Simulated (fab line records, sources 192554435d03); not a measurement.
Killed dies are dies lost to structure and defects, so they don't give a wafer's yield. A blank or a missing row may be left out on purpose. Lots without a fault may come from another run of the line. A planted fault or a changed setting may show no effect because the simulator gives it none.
Chamber matching | flow n5_finfet | N5_BEOL_M9_ETCH_76 on rie_diel-05: 4 sister chambers
The step etches underlayer in N2/H2, target depth 6.5 nm, time 5.2 s. 8 wafers are shown with their chamber, then 7 later ones without.

WAFERS WITH THEIR CHAMBER
wafer  | chamber | showerhead_plenum_p_Torr (Torr) | oes_product_au (a.u.)
L078.6 | 3       | 2.65                            | 0.62
L083.1 | 2       | 2.48                            | 0.73
L083.4 | 2       | 2.48                            | 0.73
L086.1 | 0       | 2.64                            | 0.63
L086.4 | 1       | 2.51                            | 0.62
L086.5 | 3       | 2.64                            | 0.61
L091.1 | 0       | 2.64                            | 0.62
L091.2 | 1       | 2.51                            | 0.61

WAFERS WITHOUT THEIR CHAMBER
wafer  | showerhead_plenum_p_Torr (Torr) | oes_product_au (a.u.)
L091.3 | 2.64                            | 0.61
L091.4 | 2.47                            | 0.72
L091.5 | 2.51                            | 0.61
L091.6 | 2.47                            | 0.71
L097.1 | 2.47                            | 0.71
L097.2 | 2.63                            | 0.60
L097.5 | 2.47                            | 0.70

WHICH CHAMBER EACH WENT THROUGH
wafer  | from the rows above     | in truth
L091.3 | can't be placed: 3 or 0 | 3
L091.4 | 2                       | 2
L091.5 | 1                       | 1
L091.6 | 2                       | 2
L097.1 | 2                       | 2
L097.2 | can't be placed: 3 or 0 | 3
L097.5 | 2                       | 2
Placed correctly: 5 of 7. Can't be placed from these rows: 2 (the true chamber is among the candidates in 2). Placed wrongly: 0.
How it was worked out, from the rows above alone: a wafer's distance from a chamber is the root of the sum, over the readings, of the square of ((its reading less the chamber's mean) divided by the reading's scatter). The wafer belongs to the nearest chamber; if the next one is less than 2 further off, it can't be placed. A chamber's mean is the mean of its shown wafers. The scatter: the root of (the sum of the squares of (reading less its chamber's mean) over the shown wafers, divided by (wafers less chambers)).
